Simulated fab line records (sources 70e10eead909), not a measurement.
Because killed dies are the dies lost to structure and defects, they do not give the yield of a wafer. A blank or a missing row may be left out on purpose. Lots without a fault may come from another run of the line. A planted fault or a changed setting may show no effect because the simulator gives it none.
Which of the tools did it? + flow nand-harc + 13 lots with 39 wafers sampled at 5 steps, on a route of 1302 steps

## WHAT THE GAUGES SHOWED, per wafer
NHARC_END_SORT_01. Usual: killed-at-array 65, standard deviation 19; killed-at-other 0.9, standard deviation 1.1; killed-at-periphery 3.5, standard deviation 2.3; killed-dies 69, standard deviation 19; killed-open 3.2, standard deviation 1.8; killed-short 2.4, standard deviation 1.5.
| lot  | measured     | on        | killed-at-array | killed-at-other | killed-at-periphery | killed-dies | killed-open | killed-short | flag |
|------|--------------|-----------|-----------------|-----------------|---------------------|-------------|-------------|--------------|------|
| L267 | day 27 15:56 | prober-01 | 63 124 66       | 0 1 3           | 5 5 5               | 68 130 74   | 2 5 2       | 1 1 3        |      |

## WHICH TOOL RAN EACH LOT (tool, then ch and the chambers of the sampled wafers, then the start)
| lot  | NHARC_A_STAIRCASE_TRIM_229         | NHARC_A_BONDPAD_PVD_27                  | NHARC_A_BONDPAD_CMP_19        | NHARC_THIN_TSV_PRE_CLEAN_50             |
|------|------------------------------------|-----------------------------------------|-------------------------------|-----------------------------------------|
| L260 | rie-diel-12 ch 0,2,3, day 16 04:48 | pvd-sputter-01, day 23 14:26 or earlier | cmp-03 ch 0,1,2, day 23 14:26 | pvd-sputter-02, no start                |
| L259 | rie-diel-03 ch 2,3, day 16 04:52   | pvd-sputter-02, day 23 13:46 or earlier | cmp-02 ch 0,2,3, day 23 13:46 | pvd-sputter-02, no start                |
| L261 | rie-diel-05 ch 1,2,3, day 17 03:36 | pvd-sputter-01, day 24 08:43 or earlier | cmp-04 ch 2,3, day 24 08:43   | pvd-sputter-03, no start                |
| L262 | rie-diel-05 ch 0,3, day 17 12:02   | pvd-sputter-01, day 24 07:41 or earlier | cmp-02 ch 1,2,3, day 24 07:41 | pvd-sputter-01, no start                |
| L267 | rie-diel-12 ch 1,3, day 19 10:02   | pvd-sputter-03, day 26 11:43 or earlier | cmp-02 ch 0,2,3, day 26 11:43 | pvd-sputter-03, day 27 15:56 or earlier |
| L275 | rie-diel-03 ch 0,2, day 22 16:26   | pvd-sputter-03, day 29 18:01 or earlier | cmp-02 ch 1,3, day 29 18:01   | pvd-sputter-02, no start                |
| L276 | rie-diel-05 ch 0,3, day 23 05:08   | pvd-sputter-01, day 29 22:55 or earlier | cmp-02 ch 0,2, day 29 22:55   | pvd-sputter-02, no start                |
| L277 | rie-diel-12 ch 0,1,3, day 24 02:44 | pvd-sputter-02, day 31 08:05 or earlier | cmp-04 ch 1,2, day 31 08:05   | pvd-sputter-01, no start                |
| L278 | rie-diel-03 ch 0,1,3, day 24 03:09 | pvd-sputter-02, day 31 15:24 or earlier | cmp-03 ch 0,1,3, day 31 15:24 | pvd-sputter-01, no start                |
| L279 | rie-diel-03 ch 1,2,3, day 24 22:31 | pvd-sputter-01, day 32 00:22 or earlier | cmp-04 ch 0,2, day 32 00:22   | pvd-sputter-03, no start                |
| L280 | rie-diel-05 ch 0,2,3, day 24 23:53 | pvd-sputter-02, day 32 00:52 or earlier | cmp-02 ch 1,2,3, day 32 00:52 | pvd-sputter-03, no start                |
| L282 | rie-diel-03 ch 0,1,2, day 25 16:29 | pvd-sputter-02, day 32 22:19 or earlier | cmp-03 ch 0,1,3, day 32 22:19 | pvd-sputter-03, no start                |
| L281 | rie-diel-12 ch 1,2, day 25 17:22   | pvd-sputter-02, day 32 21:20 or earlier | cmp-03 ch 0,3, day 32 21:20   | pvd-sputter-01, no start                |
- NHARC_A_STAIRCASE_TRIM_229: chemistry O2, time 211.2 s.
- NHARC_A_BONDPAD_PVD_27: deposits Cu, target thk 30 nm, time 20.49 s.
- NHARC_A_BONDPAD_CMP_19: polishes, t overpolish 30 s, cu recess touch 16 s, target thk 169.82 nm.
- NHARC_THIN_TSV_PRE_CLEAN_50: time 30 s.

## WHAT THE TOOLS THEMSELVES READ (means of the sampled wafers that have a number; where no wafer has one, the mark that the record gives instead)
NHARC_A_STAIRCASE_TRIM_229. Usual: drypump-motor-current-A 5.9 A, standard deviation 0.42; oes-product-au 1.001 a.u., standard deviation 0.011; rf-vpp-V 57.8 V, standard deviation 0.88; showerhead-plenum-p-Torr 3.52 Torr, standard deviation 0.13; throttle-valve-pct 17.036 %, standard deviation 0.0088.
| lot  | tool        | drypump-motor-current-A (A) | oes-product-au (a.u.) | rf-vpp-V (V) | showerhead-plenum-p-Torr (Torr) | throttle-valve-pct (%) | flag |
|------|-------------|-----------------------------|-----------------------|--------------|---------------------------------|------------------------|------|
| L260 | rie-diel-12 | 6.0                         | 1.003                 | 58.2         | 3.44                            | 17.024                 |      |
| L259 | rie-diel-03 | 5.6                         | 1.006                 | 58.1         | 3.37                            | 17.039                 |      |
| L261 | rie-diel-05 | 5.8                         | 0.982                 | 58.0         | 3.49                            | 17.034                 |      |
| L262 | rie-diel-05 | 5.7                         | 0.990                 | 57.8         | 3.59                            | 17.027                 |      |
| L267 | rie-diel-12 | 6.2                         | 0.985                 | 57.7         | 3.47                            | 17.038                 |      |
| L275 | rie-diel-03 | 6.0                         | 1.003                 | 58.3         | 3.59                            | 17.042                 |      |
| L276 | rie-diel-05 | 5.7                         | 1.002                 | 59.3         | 3.56                            | 17.040                 |      |
| L277 | rie-diel-12 | 6.2                         | 1.009                 | 57.2         | 3.40                            | 17.043                 |      |
| L278 | rie-diel-03 | 6.0                         | 1.008                 | 58.0         | 3.66                            | 17.035                 |      |
| L279 | rie-diel-03 | 5.5                         | 0.999                 | 57.4         | 3.62                            | 17.036                 |      |
| L280 | rie-diel-05 | 5.6                         | 0.999                 | 57.8         | 3.52                            | 17.034                 |      |
| L282 | rie-diel-03 | 5.8                         | 1.009                 | 57.0         | 3.55                            | 17.045                 |      |
| L281 | rie-diel-12 | 5.8                         | 0.993                 | 57.1         | 3.52                            | 17.034                 |      |

NHARC_A_BONDPAD_PVD_27. Usual: 29.9 % for throttle-valve-pct, sd 0.7.
| lot  | tool           | throttle-valve-pct (%) | flag |
|------|----------------|------------------------|------|
| L260 | pvd-sputter-01 | 30.0                   |      |
| L259 | pvd-sputter-02 | 29.6                   |      |
| L261 | pvd-sputter-01 | 29.2                   |      |
| L262 | pvd-sputter-01 | 30.2                   |      |
| L267 | pvd-sputter-03 | 30.4                   |      |
| L275 | pvd-sputter-03 | 30.5                   |      |
| L276 | pvd-sputter-01 | 30.2                   |      |
| L277 | pvd-sputter-02 | 30.1                   |      |
| L278 | pvd-sputter-02 | 29.9                   |      |
| L279 | pvd-sputter-01 | 30.5                   |      |
| L280 | pvd-sputter-02 | 29.9                   |      |
| L282 | pvd-sputter-02 | 30.1                   |      |
| L281 | pvd-sputter-02 | 30.1                   |      |

NHARC_A_BONDPAD_CMP_19. Usual: motor-current-A 12.1 A, standard deviation 1.1; overpolish-run-s 30.001 s, standard deviation 0.0088; slurry-filter-dp-kPa 13.48 kPa, standard deviation 0.12.
| lot  | tool   | motor-current-A (A) | overpolish-run-s (s) | slurry-filter-dp-kPa (kPa) | flag |
|------|--------|---------------------|----------------------|----------------------------|------|
| L260 | cmp-03 | 12.1                | 30.006               | 13.50                      |      |
| L259 | cmp-02 | 11.5                | 30.006               | 13.57                      |      |
| L261 | cmp-04 | 12.4                | 30.000               | 13.55                      |      |
| L262 | cmp-02 | 12.3                | 29.997               | 13.31                      |      |
| L267 | cmp-02 | 11.4                | 30.001               | 13.43                      |      |
| L275 | cmp-02 | 12.4                | 29.998               | 13.43                      |      |
| L276 | cmp-02 | 11.5                | 30.003               | 13.58                      |      |
| L277 | cmp-04 | 12.2                | 29.990               | 13.45                      |      |
| L278 | cmp-03 | 13.0                | 30.008               | 13.44                      |      |
| L279 | cmp-04 | 11.6                | 30.009               | 13.41                      |      |
| L280 | cmp-02 | 12.1                | 29.997               | 13.48                      |      |
| L282 | cmp-03 | 13.1                | 30.004               | 13.53                      |      |
| L281 | cmp-03 | 12.1                | 30.001               | 13.47                      |      |

NHARC_THIN_TSV_PRE_CLEAN_50. Usual: 407 W for heater-power-w, sd 28.
| lot  | tool           | heater-power-w (W) | flag |
|------|----------------|--------------------|------|
| L260 | pvd-sputter-02 | 428                |      |
| L259 | pvd-sputter-02 | 436                |      |
| L261 | pvd-sputter-03 | 381                |      |
| L262 | pvd-sputter-01 | 392                |      |
| L267 | pvd-sputter-03 | 375                |      |
| L275 | pvd-sputter-02 | 445                |      |
| L276 | pvd-sputter-02 | 430                |      |
| L277 | pvd-sputter-01 | 416                |      |
| L278 | pvd-sputter-01 | 409                |      |
| L279 | pvd-sputter-03 | 421                |      |
| L280 | pvd-sputter-03 | 395                |      |
| L282 | pvd-sputter-03 | 411                |      |
| L281 | pvd-sputter-01 | 401                |      |

## THE ANSWER, worked out from the rows above alone
Rule: lot off if the mean of its wafers having a number is beyond 3 standard deviations from the usual mean. A lot without any number at a reading at which 4 lots or more have one is off too. Where the step has rows for the other lots, those lots are counted as sound. Order of review: gauges by route order, followed by the tools' own readings, for which a lot's mean as printed above is used. At the first step where some lot is off, the reading lying furthest off is the one used; lots without a number count as furthest.
Across all readings shown, no lot is off: no conclusion can be drawn from this.

## WHAT THE SIMULATOR HAD PUT IN
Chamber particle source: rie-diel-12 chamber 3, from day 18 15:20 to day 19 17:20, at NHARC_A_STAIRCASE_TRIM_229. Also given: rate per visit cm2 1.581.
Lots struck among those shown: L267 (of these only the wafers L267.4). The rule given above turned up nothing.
